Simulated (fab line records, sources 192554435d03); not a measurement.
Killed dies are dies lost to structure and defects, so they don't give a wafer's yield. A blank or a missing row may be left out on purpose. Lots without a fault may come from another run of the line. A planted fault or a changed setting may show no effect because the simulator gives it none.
Split-lot experiment | flow n5_finfet | 7 lots, 39 wafers read, on a route of 1938 steps

THE SPLIT
At N5_BEOL_M10_TRENCH_ETCH_37 (etches SiCOH lowk in C4F6/O2, target depth 148.83 nm, time 48 s), the setting time_s was moved away from the recipe's 48 s on 12 of the 39 wafers read, by -33.3% to +52.2%. The other wafers ran this setting at the recipe's value.

FROM THE SPLIT TO THE READING: what the file shows between them, 8 steps
- N5_BEOL_M10_ETCH_41: etches SiCN in CH3F/O2, target depth 42.6 nm, time 86 s
- N5_BEOL_M10_STRIP_77: strips in N2/H2, time 10 s
- N5_BEOL_M10_OCD_MEAS_38
- N5_BEOL_M10_HM_STRIP_39: strips TiN in peroxide tin strip, target depth 25 nm, time 158 s
- N5_BEOL_M10_SRD_40: time 30 s
- N5_BEOL_M10_ECD_50: material Cu, target thk 318 nm
- N5_BEOL_M10_ANNEAL_51: time 90 s
- N5_BEOL_M10_CMP_52: polishes, stops on SiCOH lowk, t overpolish 7 s, target thk 140 nm

THE READING
M10_THK, in nm, at N5_BEOL_M10_THK_MEAS_53 (measures by xrf). Fault-free wafers of this fab line usually give 135 nm, standard deviation 3.2 nm.

wafer  | tool, chamber at the split | time_s as run, s | against the recipe | M10_THK, nm | against lot-mates on the recipe
L074.1 | rie_diel-04, 3             | 34.07            | -29.0%             | 96          | -41
L074.2 | rie_diel-04, 2             | 34.07            | -29.0%             | 94          | -43
L074.3 | rie_diel-04, 0             | 48               | recipe             | 137         | -
L074.4 | rie_diel-04, 0             | 34.07            | -29.0%             | 95          | -42
L074.5 | rie_diel-04, 3             | 48               | recipe             | 137         | -
L074.6 | rie_diel-04, 2             | 48               | recipe             | 137         | -
L076.1 | rie_diel-02, 0             | 73.06            | +52.2%             | 209         | +76
L076.2 | rie_diel-02, 1             | 73.06            | +52.2%             | 210         | +77
L076.3 | rie_diel-02, 3             | 73.06            | +52.2%             | 204         | +71
L076.4 | rie_diel-02, 3             | 48               | recipe             | 130         | -
L076.5 | rie_diel-02, 1             | 48               | recipe             | 135         | -
L076.6 | rie_diel-02, 0             | 48               | recipe             | 135         | -
L079.1 | rie_diel-02, 0             | 48               | recipe             | 135         | -
L079.2 | rie_diel-02, 2             | 48               | recipe             | 136         | -
L079.3 | rie_diel-02, 3             | 48               | recipe             | 133         | -
L079.4 | rie_diel-02, 1             | 48               | recipe             | 137         | -
L079.5 | rie_diel-02, 2             | 48               | recipe             | 139         | -
L079.6 | rie_diel-02, 3             | 48               | recipe             | 132         | -
L087.1 | rie_diel-02, 2             | 48               | recipe             | 137         | -
L087.2 | rie_diel-02, 1             | 68.1             | +41.9%             | 192         | +55
L087.3 | rie_diel-02, 0             | 48               | recipe             | 139         | -
L087.4 | rie_diel-02, 1             | 68.1             | +41.9%             | 192         | +55
L087.5 | rie_diel-02, 2             | 48               | recipe             | 136         | -
L087.6 | rie_diel-02, 0             | 68.1             | +41.9%             | 200         | +63
L091.3 | rie_diel-02, 1             | 48               | recipe             | 132         | -
L091.4 | rie_diel-02, 0             | 48               | recipe             | 143         | -
L091.5 | rie_diel-02, 1             | 48               | recipe             | 134         | -
L090.1 | rie_diel-04, 0             | 32               | -33.3%             | 89          | -47
L090.2 | rie_diel-04, 2             | 48               | recipe             | 132         | -
L090.3 | rie_diel-04, 1             | 32               | -33.3%             | 88          | -48
L090.4 | rie_diel-04, 0             | 48               | recipe             | 139         | -
L090.5 | rie_diel-04, 1             | 48               | recipe             | 138         | -
L090.6 | rie_diel-04, 2             | 32               | -33.3%             | 85          | -51
L092.1 | rie_diel-04, 2             | 48               | recipe             | 128         | -
L092.2 | rie_diel-04, 0             | 48               | recipe             | 136         | -
L092.3 | rie_diel-04, 3             | 48               | recipe             | 135         | -
L092.4 | rie_diel-04, 1             | 48               | recipe             | 141         | -
L092.5 | rie_diel-04, 1             | 48               | recipe             | 136         | -
L092.6 | rie_diel-04, 2             | 48               | recipe             | 132         | -

THE FIT
A straight line over all 39 wafers: M10_THK changes by +1.4 nm for each +1% of time_s; r = +1.00; the points scatter about the line by 3.2 nm.
The same after taking each lot's own level away (the mean of its wafers on the recipe; 39 wafers): +1.42 nm for each +1%; r = +1.00; scatter 3 nm.
On that fit, the largest move of time_s shifts the reading by 74 nm.
The lots' own levels span 133.3 to 137.3 nm, that is 1.2 times the standard deviation above.
So the lot-to-lot level changes the slope little: the two slopes agree.
Check: with one of the wafers moved furthest among these (+52.2%) left out of the fit, the line predicts +73.6 nm for it against its lot-mates. It came out at +75.7 nm against them.

OTHER SPLITS ON THESE WAFERS
These wafers also went through other splits before the reading. Each is held against what the fit with the lots' levels taken away leaves over:
other split on the same wafers           | wafers away from the commonest value | r with M10_THK (lot level and that fit taken away)
N5_BEOL_M4_TRENCH_ETCH_37 target_depth_a | 12                                   | +0.13
N5_BEOL_M4_SPUTTER_94 target_thk_a       | 15                                   | +0.24

THE WHOLE CHAIN: every reading that the file lists as answering this split, in the file's order
step                       | what it does                                                       | reading                                                                           | change (the file's fit)                                                              | r (the file's)
N5_BEOL_M10_TRENCH_ETCH_37 | etches SiCOH lowk in C4F6/O2, target depth 148.83 nm, time 48 s    | BEOL_M10.feature_depth_nm (the simulator's own value, which no gauge read)        | +1.44 nm for each +1% of the setting                                                 | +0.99
N5_BEOL_M10_TRENCH_ETCH_37 | etches SiCOH lowk in C4F6/O2, target depth 148.83 nm, time 48 s    | etch.depth_nm (the simulator's own value, which no gauge read)                    | +1.44 nm for each +1% of the setting                                                 | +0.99
N5_BEOL_M10_TRENCH_ETCH_37 | etches SiCOH lowk in C4F6/O2, target depth 148.83 nm, time 48 s    | TiN_of_BEOL_M10_HM_DEP_02.thk_nm (the simulator's own value, which no gauge read) | -0.0368 nm for each +1% of the setting                                               | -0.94
N5_BEOL_M10_OCD_MEAS_38    |                                                                    | trench_depth_nm                                                                   | +1.44 nm for each +1% of the setting                                                 | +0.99
N5_BEOL_M10_CMP_52         | polishes, stops on SiCOH lowk, t overpolish 7 s, target thk 140 nm | Cu_of_BEOL_M10_ECD_50.thk_nm (the simulator's own value, which no gauge read)     | +1.44 nm for each +1% of the setting                                                 | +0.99
N5_BEOL_M10_THK_MEAS_53    | measures by xrf                                                    | M10_THK                                                                           | +1.42 for each +1% of the setting                                                    | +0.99
N5_BEOL_M10_RS_MEAS_57     | measures by four-point-probe                                       | M10_RS                                                                            | not straight: 0.255 at the lowest setting, 0.155 at the recipe, 0.097 at the highest | not given

THE FILE'S OWN FIT
M10_THK changes by +1.42 nm for each +1% of time_s, r = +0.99.
